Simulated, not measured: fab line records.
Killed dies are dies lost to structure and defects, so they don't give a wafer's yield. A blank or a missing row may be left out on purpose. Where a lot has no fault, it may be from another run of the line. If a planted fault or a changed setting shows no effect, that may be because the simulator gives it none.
Lot-split experiment :: flow n5-finfet :: route with 1938 steps; 7 lots, 21 wafers read

== THE SPLIT ITSELF ==
At N5_MOL_CONTACT_COAG_COAT_58 (time 60 s, resist thk 10 nm), the setting spin-rpm was moved away from the recipe's 1500 rpm on 10 of the 21 wafers read, by -8.4% to +8.9%. For the rest of the wafers, this setting stayed at what the recipe calls for.

== FROM THE SPLIT TO THE READING: what the file shows between them, 3 steps ==
- N5_MOL_CONTACT_COAG_COAT_02: resist thk 30 nm
- N5_MOL_CONTACT_COAG_EBR_04
- N5_MOL_CONTACT_COAG_DESCUM_13: chemistry O2, time 7 s

== THE READING ==
etch.depth-nm (the simulator's own value, which no gauge read), in nm, at N5_MOL_CONTACT_COAG_ETCH_59 (etches underlayer in N2/H2, target depth 13 nm, time 10.4 s). There is no usual value for it anywhere in the file. Across the 11 wafers here that went through the recipe, the average is 10.001 nm and the standard deviation 0.019 nm.

wafer: L074.1
tool, chamber at the split: litho-track-03, 0
spin-rpm as run, rpm: 1500
against the recipe: recipe
etch.depth-nm, nm: 9.998
against lot-mates on the recipe: -

wafer: L074.2
tool, chamber at the split: litho-track-03, 0
spin-rpm as run, rpm: 1500
against the recipe: recipe
etch.depth-nm, nm: 10.02
against lot-mates on the recipe: -

wafer: L074.5
tool, chamber at the split: litho-track-03, 0
spin-rpm as run, rpm: 1500
against the recipe: recipe
etch.depth-nm, nm: 10
against lot-mates on the recipe: -

wafer: L079.1
tool, chamber at the split: litho-track-05, 0
spin-rpm as run, rpm: 1500
against the recipe: recipe
etch.depth-nm, nm: 10.01
against lot-mates on the recipe: -

wafer: L079.4
tool, chamber at the split: litho-track-05, 0
spin-rpm as run, rpm: 1500
against the recipe: recipe
etch.depth-nm, nm: 10.01
against lot-mates on the recipe: -

wafer: L079.3
tool, chamber at the split: litho-track-05, 0
spin-rpm as run, rpm: 1387
against the recipe: -7.5%
etch.depth-nm, nm: 10.4
against lot-mates on the recipe: +0.390

wafer: L087.1
tool, chamber at the split: litho-track-05, 0
spin-rpm as run, rpm: 1500
against the recipe: recipe
etch.depth-nm, nm: 9.987
against lot-mates on the recipe: -

wafer: L087.4
tool, chamber at the split: litho-track-05, 0
spin-rpm as run, rpm: 1500
against the recipe: recipe
etch.depth-nm, nm: 10
against lot-mates on the recipe: -

wafer: L087.6
tool, chamber at the split: litho-track-05, 0
spin-rpm as run, rpm: 1500
against the recipe: recipe
etch.depth-nm, nm: 9.992
against lot-mates on the recipe: -

wafer: L088.3
tool, chamber at the split: litho-track-05, 0
spin-rpm as run, rpm: 1423
against the recipe: -5.1%
etch.depth-nm, nm: 10.27
against lot-mates on the recipe: +0.304

wafer: L088.4
tool, chamber at the split: litho-track-05, 0
spin-rpm as run, rpm: 1500
against the recipe: recipe
etch.depth-nm, nm: 9.966
against lot-mates on the recipe: -

wafer: L088.5
tool, chamber at the split: litho-track-05, 0
spin-rpm as run, rpm: 1423
against the recipe: -5.1%
etch.depth-nm, nm: 10.25
against lot-mates on the recipe: +0.284

wafer: L089.3
tool, chamber at the split: litho-track-02, 0
spin-rpm as run, rpm: 1500
against the recipe: recipe
etch.depth-nm, nm: 9.985
against lot-mates on the recipe: -

wafer: L089.5
tool, chamber at the split: litho-track-02, 0
spin-rpm as run, rpm: 1633
against the recipe: +8.9%
etch.depth-nm, nm: 9.569
against lot-mates on the recipe: -0.416

wafer: L089.6
tool, chamber at the split: litho-track-02, 0
spin-rpm as run, rpm: 1633
against the recipe: +8.9%
etch.depth-nm, nm: 9.575
against lot-mates on the recipe: -0.410

wafer: L094.1
tool, chamber at the split: litho-track-03, 0
spin-rpm as run, rpm: 1500
against the recipe: recipe
etch.depth-nm, nm: 10.04
against lot-mates on the recipe: -

wafer: L094.2
tool, chamber at the split: litho-track-03, 0
spin-rpm as run, rpm: 1398
against the recipe: -6.8%
etch.depth-nm, nm: 10.35
against lot-mates on the recipe: +0.310

wafer: L094.4
tool, chamber at the split: litho-track-03, 0
spin-rpm as run, rpm: 1398
against the recipe: -6.8%
etch.depth-nm, nm: 10.34
against lot-mates on the recipe: +0.300

wafer: L097.1
tool, chamber at the split: litho-track-02, 0
spin-rpm as run, rpm: 1374
against the recipe: -8.4%
etch.depth-nm, nm: 10.51
against lot-mates on the recipe: no lot-mate on the recipe

wafer: L097.6
tool, chamber at the split: litho-track-02, 0
spin-rpm as run, rpm: 1374
against the recipe: -8.4%
etch.depth-nm, nm: 10.51
against lot-mates on the recipe: no lot-mate on the recipe

wafer: L097.2
tool, chamber at the split: litho-track-02, 0
spin-rpm as run, rpm: 1374
against the recipe: -8.4%
etch.depth-nm, nm: 10.46
against lot-mates on the recipe: no lot-mate on the recipe

FIT RESULTS
A straight line over all 21 wafers: etch.depth-nm changes by -0.0526 nm for each +1% of spin-rpm; r = -0.99; the points scatter about the line by 0.028 nm.
The same after taking each lot's own level away (the mean of its wafers on the recipe; 18 wafers): -0.0483 nm for each +1%; r = -1.00; scatter 0.02 nm.
Per that fit: largest spin-rpm move, reading shift of 0.43 nm.
Measured against the standard deviation above, the lots' own levels, which go from 9.9660 to 10.0400 nm, span 4.0 times it.
The two slopes are in agreement: the lot-to-lot level therefore moves the slope only a little.
Check: -0.426 nm against its lot-mates is what the line predicts for one of the wafers moved furthest among these (+8.9%) when that wafer is left out of the fit. It came out at -0.416 nm against them.

== THE WHOLE CHAIN: every reading that the file lists as answering this split, in the file's order ==
step: N5_MOL_CONTACT_COAG_COAT_58
what it does: time 60 s, resist thk 10 nm
reading: underlayer_of_MOL_CONTACT_COAG_COAT_58.thk-nm (the simulator's own value, which no gauge read)
change (the file's fit): -0.0496 nm for each +1% of the setting
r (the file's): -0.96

step: N5_MOL_CONTACT_COAG_ETCH_59
what it does: etches underlayer in N2/H2, target depth 13 nm, time 10.4 s
reading: etch.depth-nm (the simulator's own value, which no gauge read)
change (the file's fit): -0.0489 nm for each +1% of the setting
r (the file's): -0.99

== FILE'S OWN FIT ==
etch.depth-nm changes by -0.0489 nm for each +1% of spin-rpm, r = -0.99.
